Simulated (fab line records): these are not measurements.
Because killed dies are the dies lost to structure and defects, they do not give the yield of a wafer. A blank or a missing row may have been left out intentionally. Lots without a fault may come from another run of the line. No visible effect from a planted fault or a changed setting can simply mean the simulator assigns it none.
Comparing a struck lot with a sound one + flow nandHarc + 14 out of 1159 route steps
Sound: these wafers, L185.2, L185.5, L185.6. Struck: wafers L205.1, L205.5 (left out: L205.3, a lot-mate that was not struck); the cause follows at the end.
Order at every step that has rows: each side's tool, ch and its chambers, its first start. Under that, the readings that differ: sound wafers + struck wafers + difference of the means + sigmas: that difference in standard deviations of wafers without a fault.
alike: readings whose means differ by less than 2 such deviations, and words and numbers that are the same on both sides. not compared: withheld readings, readings that some wafer has no value for, bounds like >300 that may hide the same value, and numbers for which the record gives no deviation and whose values overlap.
The two part at a step that has a row with sigmas, a row that says differs or no value, or rows on one side only. Numbers that don't overlap but have no deviation are shown without sigmas and don't part them. A reading that every wafer of one side lacks parts them only if that side has two wafers or more.

NHARC_A_BLC_PVD_32: deposits Ti, target thk 5 nm, time 17.7 s.
  sound on pvdSputter-01; struck on pvdSputter-03
  alike: chamberPressurePa, throttleValvePct
NHARC_A_BLC_ALD_23: deposits TiN, target thk 3 nm, pulse time 1 s, ald cycles 150.
  sound on aldMetal-04 ch 0,1, day 17 19:47; struck on aldMetal-04 ch 2,3, day 22 21:46
  alike: heaterPowerW, precursorPulseHeightRel
NHARC_A_BLC_CVD_24: deposits W, target thk 150 nm, time 434 s.
  sound: cvdW-02 ch 0,1; struck: cvdW-02 ch 1
  alike: heaterPowerW, throttleValvePct
NHARC_A_BLC_CMP_25: polishes, t overpolish 30 s, target thk 150 nm.
  sound on cmp-03 ch 2,3, day 17 20:30; struck on cmp-02 ch 2,3, day 22 22:49
  alike: motorCurrentA, overpolishRunS, timeToEndpointS
after that, 1 step had no rows for these wafers: NHARC_A_BLC_SRD_27.
NHARC_A_BLC_INSPECT_28:
  struck on defectInspect-02, day 22 23:11; sound on defectInspect-01, day 17 20:55
  alike: rawDefectCount
then, 5 steps without rows for these wafers: NHARC_A_M0_DEP_00 (deposits SiOC, target thk 150 nm); NHARC_A_M0_DEHYDRATE_01 (time 120 s); NHARC_A_M0_HMDS_02 (time 30 s); NHARC_A_M0_COAT_33 (time 65 s); NHARC_A_M0_COAT_03 (resist thk 90 nm).
NHARC_A_M0_SOFTBAKE_04: time 55 s.
  sound on lithoTrack-04 ch 0, day 17 21:00; struck on lithoTrack-04 ch 0, day 22 23:00
| reading               | sound                | struck        | difference                    | sigmas      |
|-----------------------|----------------------|---------------|-------------------------------|-------------|
| heaterPowerTotalW (W) | 188.54 188.26 188.41 | 323.35 322.98 | +134.76                       | +99 or more |
| plateTempC (C)        | 105.01 104.63 104.96 | - -           | no value on the struck wafers |             |
after that, 1 step had no rows for these wafers: NHARC_A_M0_EBR_05.
NHARC_END_SORT_01:
  the record has rows for the sound wafers here (prober-01 ch 0, day 19 20:13) and none for the struck ones

## WHERE THEY PART
Earliest at NHARC_A_M0_SOFTBAKE_04; latest, in this record, at NHARC_END_SORT_01.

WHY: whatever the simulator had introduced
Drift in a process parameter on lithoTrack-04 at NHARC_A_M0_SOFTBAKE_04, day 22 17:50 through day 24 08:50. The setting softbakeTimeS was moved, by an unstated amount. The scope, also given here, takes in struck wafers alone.
